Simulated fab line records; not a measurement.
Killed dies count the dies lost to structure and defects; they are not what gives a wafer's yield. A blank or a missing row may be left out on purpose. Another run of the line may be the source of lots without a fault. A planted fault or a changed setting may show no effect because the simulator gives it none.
Chamber matching -- flow n5Finfet -- N5_BEOL_M3_ETCH_70 on rieDiel-02 has 4 sister chambers
The step etches SOC in N2/H2, target depth 80 nm, overetch 16 nm, time 120 s. 20 wafers are shown with their chamber, then 10 later ones without.

WAFERS WITH THEIR CHAMBER
wafer,chamber,showerheadPlenumPTorr (Torr),drypumpMotorCurrentA (A),throttleValvePct (%)
L076.1,0,2.52,5.8,17.99
L076.4,1,2.46,6.0,18.15
L076.6,0,2.52,5.8,17.99
L078.1,1,2.46,6.0,18.19
L078.2,0,2.51,5.8,18.00
L078.3,2,2.64,6.3,17.92
L078.4,3,2.51,5.8,17.73
L078.5,2,2.64,6.3,17.94
L078.6,3,2.51,5.8,17.73
L079.1,3,2.51,5.9,17.72
L079.2,2,2.64,6.3,17.93
L079.5,2,2.64,6.3,17.93
L080.2,0,2.51,5.8,18.01
L080.3,3,2.51,5.9,17.73
L080.4,2,2.64,6.3,17.93
L083.1,1,2.45,6.0,18.18
L083.2,3,2.51,5.8,17.76
L083.3,2,2.63,6.3,17.95
L084.2,3,2.51,5.9,17.75
L084.5,3,2.51,5.8,17.75

SIGNATURES, as means of the wafers listed above
reading,chamber 0,chamber 1,chamber 2,chamber 3,scatter within a chamber
showerheadPlenumPTorr,2.5150,2.4567,2.6383,2.5100,0.00395
drypumpMotorCurrentA,5.800,6.000,6.300,5.843,0.0327
throttleValvePct,17.9975,18.1733,17.9333,17.7386,0.0136
Rule: for each reading, subtract the chamber's mean from the wafer's reading, divide by that reading's scatter and square the result; add these up over the readings and take the root, which gives the wafer's distance from the chamber. If the next closest chamber is less than 2 further off than the closest, the wafer can't be placed; otherwise it belongs to the closest. The scatter: take each reading less its chamber's mean, square it, sum over the shown wafers, divide by the number of wafers less the number of chambers, and take the root.

WAFERS MISSING THEIR CHAMBER
wafer,showerheadPlenumPTorr (Torr),drypumpMotorCurrentA (A),throttleValvePct (%)
L084.6,2.51,5.8,18.02
L093.4,2.50,5.9,17.77
L093.5,2.45,6.0,18.23
L093.6,2.63,6.2,17.95
L094.2,2.44,6.1,18.23
L094.3,2.50,5.8,18.05
L094.4,2.63,6.3,17.98
L097.1,2.62,6.2,18.00
L097.3,2.44,6.0,18.25
L097.5,2.62,6.3,17.99

THE CHAMBER EACH PASSED THROUGH
wafer,from the rows above,in truth
L084.6,0,0
L093.4,3,3
L093.5,1,1
L093.6,2,2
L094.2,1,1
L094.3,0,0
L094.4,2,2
L097.1,2,2
L097.3,1,1
L097.5,2,2
Correctly placed: 10 of 10. Number that these rows cannot place: 0. Number placed wrongly: 0.
